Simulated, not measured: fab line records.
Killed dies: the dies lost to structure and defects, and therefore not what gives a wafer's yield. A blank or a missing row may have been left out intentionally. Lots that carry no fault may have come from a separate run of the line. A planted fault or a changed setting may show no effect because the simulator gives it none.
One fault through the eyes of 3 desks + flow n5Finfet + what lay behind the numbers comes last; until then each desk has only its own

THE DEFECT DESK
Counts from the inspections along the route, per lot, as means over the sampled wafers that have a number. Marked OUT: a lot whose mean sits more than 4 standard deviations from the usual mean, which makes it out of limits; the brackets give that distance.
Columns: A = rawDefectCount at N5_BEOL_M6_INSPECT_58, usual 79
| lot  | first seen here | A              |
|------|-----------------|----------------|
| L381 | day 9 16:42     | 49             |
| L382 | day 9 19:51     | 65             |
| L385 | day 10 02:44    | 71             |
| L386 | day 10 18:25    | 81             |
| L387 | day 10 23:19    | 75             |
| L397 | day 13 08:37    | 1360 (+58) OUT |
| L401 | day 14 09:29    | 95             |
| L400 | day 14 09:39    | 1397 (+60) OUT |
This desk finds L397, L400 out of limits, L397 being first, at day 13 08:37 (rawDefectCount at N5_BEOL_M6_INSPECT_58). In limits: L381, L382, L385, L386, L387, L401.

METROLOGY DESK
Lot by lot, what the gauges showed, no matter which tool ran the lot: averages of those sampled wafers that carry a number. Marked OUT: a lot whose mean sits more than 4 standard deviations from the usual mean, which makes it out of limits; the brackets give that distance. Of its 12 readings 7 are shown: the one that was out of limits first, and those that lie furthest out on some lot.
Columns: A = DIBL_N at N5_BEOL_M4_RC_MEAS_101, usual 37.3 mV/V; B = DIBL_P at N5_BEOL_M4_RC_MEAS_101, usual 37.4 mV/V; C = IOFF_N at N5_BEOL_M4_RC_MEAS_101, usual 0.18 nA/um; D = IOFF_P at N5_BEOL_M4_RC_MEAS_101, usual 0.25 nA/um; E = SS_P at N5_BEOL_M4_RC_MEAS_101, usual 73.6 mV/dec; F = VT_N at N5_BEOL_M4_RC_MEAS_101, usual 248 mV; G = M6_THK at N5_BEOL_M6_THK_MEAS_53, usual 80.4 nm
| lot  | first seen here | A    | B    | C    | D    | E    | F   | G               |
|------|-----------------|------|------|------|------|------|-----|-----------------|
| L381 | day 8 21:13     | 34.8 | 35.4 | 0.13 | 0.19 | 72.1 | 253 | 81.3            |
| L382 | day 8 22:00     | 37.6 | 37.3 | 0.19 | 0.26 | 73.8 | 249 | 78.5            |
| L385 | day 9 07:28     | 36.4 | 36.9 | 0.18 | 0.25 | 73.3 | 245 | 80.5            |
| L386 | day 10 00:09    | 39.2 | 38.0 | 0.21 | 0.28 | 73.8 | 244 | 83.0            |
| L387 | day 10 02:01    | 39.7 | 40.5 | 0.22 | 0.29 | 74.2 | 246 | 78.4            |
| L397 | day 12 10:40    | 39.2 | 37.6 | 0.19 | 0.25 | 73.7 | 250 | 185.6 (+40) OUT |
| L400 | day 13 12:40    | 37.3 | 37.8 | 0.17 | 0.24 | 74.0 | 252 | 195.3 (+44) OUT |
| L401 | day 13 13:46    | 36.7 | 35.3 | 0.17 | 0.26 | 73.1 | 248 | 81.2            |
This desk's finding: out of limits on L397, L400; first on L397, day 13 08:26 (M6_THK at N5_BEOL_M6_THK_MEAS_53). In limits: L381, L382, L385, L386, L387, L401.

THE TOOL OWNER'S DESK: cmp-02
The tool's own readings at N5_BEOL_M6_CMP_52 (polishes, stops on SiCOH lowk, t overpolish 6.9 s, target thk 80 nm): means of the sampled wafers that have a number, for each lot that ran on this tool. Marked OUT: a lot whose mean sits more than 4 standard deviations from the usual mean, which makes it out of limits; the brackets give that distance.
Columns: A = barrierFieldEndpointS at N5_BEOL_M6_CMP_52, usual 29.2 s; B = motorCurrentA at N5_BEOL_M6_CMP_52, usual 6.2 A; C = overpolishRunS at N5_BEOL_M6_CMP_52, usual 6.899 s; D = retainingRingPressureFrac at N5_BEOL_M6_CMP_52, usual 0.999; E = slurryFilterDpKPa at N5_BEOL_M6_CMP_52, usual 13.49 kPa; F = timeToEndpointS at N5_BEOL_M6_CMP_52, usual 64 s
| lot  | first seen here | A              | B   | C                       | D     | E     | F             |
|------|-----------------|----------------|-----|-------------------------|-------|-------|---------------|
| L381 | day 9 16:17     | 27.9           | 6.5 | 6.900                   | 0.999 | 13.33 | 58            |
| L387 | day 10 22:55    | 28.3           | 6.1 | 6.905                   | 0.997 | 13.58 | 61            |
| L397 | day 13 08:08    | 46.8 (+21) OUT | 6.4 | 0.043 (-99 or more) OUT | 0.997 | 13.44 | 81 (+5.2) OUT |
| L400 | day 14 09:12    | 46.7 (+21) OUT | 6.2 | 0.040 (-99 or more) OUT | 1.000 | 13.39 | 81 (+5.2) OUT |
This desk finds L397, L400 out of limits, L397 being first, at day 13 08:08 (barrierFieldEndpointS at N5_BEOL_M6_CMP_52). In limits: L381, L387.

ALL TOGETHER
On L397, L400, at day 13 08:08, an alarm was possible from the tool owner's desk.
On L397, L400, the metrology desk was in a position to raise an alarm at day 13 08:26.
The defect desk could have raised an alarm at day 13 08:37, on L397, L400.
The lots listed all ran N5_BEOL_M6_CMP_52 on cmp-02.

WHAT THE SIMULATOR HAD INSERTED
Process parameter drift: cmp-02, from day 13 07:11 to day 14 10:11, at N5_BEOL_M6_CMP_52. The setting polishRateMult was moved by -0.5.
Shown lots that were struck: L397, L400.
Hours from the fault's start to each desk's first reading out of limits: the tool owner's desk, 1; the metrology desk, 1; the defect desk, 1.
